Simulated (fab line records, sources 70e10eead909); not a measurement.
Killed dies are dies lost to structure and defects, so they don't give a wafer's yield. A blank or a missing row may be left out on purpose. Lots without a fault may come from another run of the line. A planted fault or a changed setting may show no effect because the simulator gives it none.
Which tool did it? | flow nand_harc | 14 lots, 42 wafers sampled, at 5 steps of a route of 1302

WHAT THE GAUGES READ, wafer by wafer
NHARC_P_ZERO_WELL_CD_MEAS_24: target cd 720 nm.
lot  | measured     | on        | cd_nm (nm)
L323 | day 2 08:37  | cd_sem-02 | 719.3 718.0 716.6
L324 | day 2 18:38  | cd_sem-02 | 721.7 718.0 719.2
L325 | day 3 04:38  | cd_sem-01 | 720.9 721.7 722.5
L326 | day 3 14:35  | cd_sem-01 | 721.5 719.3 722.2
L327 | day 4 02:15  | cd_sem-02 | 720.2 721.5 722.0
L328 | day 4 10:35  | cd_sem-03 | 723.1 720.8 722.6
L329 | day 4 20:27  | cd_sem-02 | 720.0 720.3 718.6
L330 | day 5 06:20  | cd_sem-03 | 717.0 721.7 720.7
L331 | day 5 16:32  | cd_sem-01 | 721.2 720.6 720.5
L337 | day 8 04:38  | cd_sem-03 | 721.4 719.9 722.9
L341 | day 9 20:31  | cd_sem-02 | 722.4 717.0 720.6
L342 | day 10 08:08 | cd_sem-02 | 723.6 723.4 723.8
L343 | day 10 16:37 | cd_sem-01 | 719.7 717.6 720.2
L344 | day 11 02:29 | cd_sem-01 | 722.5 722.8 721.5

NHARC_P_ZERO_WELL_CD_MEAS_52: target cd 2000 nm.
lot  | measured     | on        | cd_nm (nm)
L323 | day 2 11:50  | cd_sem-02 | 2001.5 1999.6 2002.3
L324 | day 2 21:48  | cd_sem-03 | 1999.7 1998.6 1998.8
L325 | day 3 07:56  | cd_sem-03 | 2002.3 2000.5 2003.4
L326 | day 3 17:51  | cd_sem-01 | 2000.3 2001.7 1999.9
L327 | day 4 05:40  | cd_sem-02 | 1998.9 1997.8 1998.9
L328 | day 4 13:45  | cd_sem-01 | 1998.8 2000.2 1997.9
L329 | day 4 23:44  | cd_sem-02 | 2001.6 2001.4 2000.1
L330 | day 5 09:37  | cd_sem-02 | 1999.2 2000.0 1997.7
L331 | day 5 19:45  | cd_sem-02 | 1998.3 2001.8 2001.4
L337 | day 8 08:16  | cd_sem-02 | 1998.7 2000.5 1999.4
L341 | day 9 23:40  | cd_sem-02 | 2002.3 2001.6 2000.6
L342 | day 10 11:25 | cd_sem-03 | 2000.4 2001.6 2000.9
L343 | day 10 19:46 | cd_sem-02 | 2001.6 2000.2 1999.7
L344 | day 11 05:38 | cd_sem-03 | 2000.5 1999.7 2002.6

NHARC_END_SORT_01.
lot  | measured     | on        | killed_at_array | killed_at_other | killed_at_periphery | killed_dies | killed_open | killed_short
L323 | day 24 20:01 | prober-01 | 81 72 66        | 1 0 0           | 2 1 5               | 84 73 71    | 5 3 4       | 1 1 2
L324 | day 25 11:46 | prober-02 | 43 37 35        | 0 0 8           | 3 4 3               | 46 41 46    | 4 5 6       | 4 4 2
L325 | day 25 04:01 | prober-01 | 45 34 43        | 0 2 2           | 7 7 0               | 52 43 45    | 4 8 4       | 0 3 1
L326 | day 26 10:02 | prober-01 | 41 44 64        | 1 1 1           | 5 9 7               | 47 54 72    | 2 7 4       | 1 3 0
L327 | day 27 03:20 | prober-02 | 34 63 42        | 1 1 0           | 5 2 0               | 40 66 42    | 4 1 2       | 1 3 1
L328 | day 27 12:36 | prober-01 | 37 21 38        | 0 0 1           | 0 3 0               | 37 24 39    | 6 3 5       | 2 1 5
L329 | day 27 19:12 | prober-02 | 34 44 34        | 0 0 0           | 1 1 2               | 35 45 36    | 1 5 1       | 2 4 3
L330 | day 28 11:32 | prober-02 | 41 38 42        | 2 0 2           | 8 7 4               | 51 45 48    | 4 3 2       | 1 3 1
L331 | day 28 10:43 | prober-01 | 61 75 56        | 0 1 0           | 0 6 2               | 61 82 58    | 7 0 5       | 2 6 2
L337 | day 30 10:28 | prober-01 | 46 38 36        | 0 0 0           | 3 8 1               | 49 46 37    | 4 6 0       | 2 4 6
L341 | day 33 02:43 | prober-01 | 40 36 43        | 0 0 0           | 5 3 2               | 45 39 45    | 7 1 3       | 2 2 2
L342 | day 32 18:41 | prober-01 | 54 59 65        | 2 0 2           | 5 7 7               | 61 66 74    | 2 3 5       | 2 8 1
L343 | day 33 15:07 | prober-02 | 46 43 60        | 2 5 2           | 8 9 6               | 56 57 68    | 3 3 3       | 5 5 6
L344 | day 33 15:08 | prober-01 | 53 54 49        | 0 3 1           | 2 5 1               | 55 62 51    | 4 4 1       | 3 3 5

WHICH TOOL RAN EACH LOT (tool, then ch and the chambers of the sampled wafers, then the start)
lot  | NHARC_P_ZERO_WELL_RTA_42         | NHARC_P_STI_OXIDE_29
L323 | rtp_anneal-02 ch 0, day 2 13:05  | furnace-06 ch 0, day 2 17:36
L324 | rtp_anneal-02 ch 0, day 2 22:56  | furnace-06 ch 0, day 3 03:35
L325 | rtp_anneal-01 ch 0, day 3 09:05  | furnace-03 ch 0, day 3 13:36
L326 | rtp_anneal-02 ch 0, day 3 19:12  | furnace-06 ch 0, day 3 23:37
L327 | rtp_anneal-01 ch 0, day 4 07:01  | furnace-02 ch 0, day 4 13:29
L328 | rtp_anneal-02 ch 0, day 4 14:53  | furnace-06 ch 0, day 4 19:31
L329 | rtp_anneal-02 ch 0, day 5 00:58  | furnace-02 ch 0, day 5 04:48
L330 | rtp_anneal-02 ch 0, day 5 10:58  | furnace-03 ch 0, day 5 17:10
L331 | rtp_anneal-01 ch 0, day 5 20:59  | furnace-02 ch 0, day 6 03:46
L337 | rtp_anneal-01 ch 0, day 8 09:30  | furnace-02 ch 0, day 8 13:20
L341 | rtp_anneal-01 ch 0, day 10 00:49 | furnace-03 ch 0, day 10 05:49
L342 | rtp_anneal-02 ch 0, day 10 12:40 | furnace-06 ch 0, day 10 17:16
L343 | rtp_anneal-02 ch 0, day 10 20:55 | furnace-06 ch 0, day 11 01:33
L344 | rtp_anneal-02 ch 0, day 11 06:50 | furnace-06 ch 0, day 11 13:07
- NHARC_P_ZERO_WELL_RTA_42: time 300 s.
- NHARC_P_STI_OXIDE_29: material SiO2, target thk 10 nm, ox time 1362 s.

WHAT THE TOOLS THEMSELVES READ (means of the sampled wafers that have a number; where no wafer has one, the mark that the record gives instead)
NHARC_P_ZERO_WELL_RTA_42.
lot  | tool          | lamp_power_pct (%) | lamp_zone_1_pct (%) | wafer_temp_C_max
L323 | rtp_anneal-02 | 34.8               | 34.8                | 1103.8
L324 | rtp_anneal-02 | 34.8               | 34.9                | 1103.7
L325 | rtp_anneal-01 | 40.8               | 40.8                | 1105.9
L326 | rtp_anneal-02 | 34.8               | 34.9                | 1104.5
L327 | rtp_anneal-01 | 40.7               | 40.7                | 1104.9
L328 | rtp_anneal-02 | 34.9               | 34.9                | 1104.6
L329 | rtp_anneal-02 | 34.9               | 34.9                | 1103.2
L330 | rtp_anneal-02 | 34.9               | 34.8                | 1103.5
L331 | rtp_anneal-01 | 40.9               | 40.8                | 1105.2
L337 | rtp_anneal-01 | 40.8               | 40.8                | 1105.5
L341 | rtp_anneal-01 | 40.7               | 40.8                | 1105.5
L342 | rtp_anneal-02 | 34.8               | 34.8                | 1103.3
L343 | rtp_anneal-02 | 34.9               | 34.8                | 1103.9
L344 | rtp_anneal-02 | 34.9               | 34.9                | 1103.9

THE ANSWER, worked out from the rows above alone
Rule: what is usual is taken from the lots themselves. Put in order of their means at a reading, lots are off if they are a third of the lots or fewer, leave a main group of 4 or more, and stand apart from it by a gap of 3 or more times the standard deviation of the main group's means; of several such gaps the widest counts. A main group whose means are all the same, to the digits that the tables above print for the reading, isn't used. A lot without any number at a reading at which 4 lots or more have one is off too. The other lots that the step has rows for count as sound. The gauges are gone through in route order, then the tools' own readings, and for those a lot's mean is taken as printed above. The first step at which some lot is off is used, and at that step the reading that is off furthest; a lot without a number counts as furthest.
No lot is off at any reading shown: from this, nothing can be told.

WHAT THE SIMULATOR HAD PUT IN
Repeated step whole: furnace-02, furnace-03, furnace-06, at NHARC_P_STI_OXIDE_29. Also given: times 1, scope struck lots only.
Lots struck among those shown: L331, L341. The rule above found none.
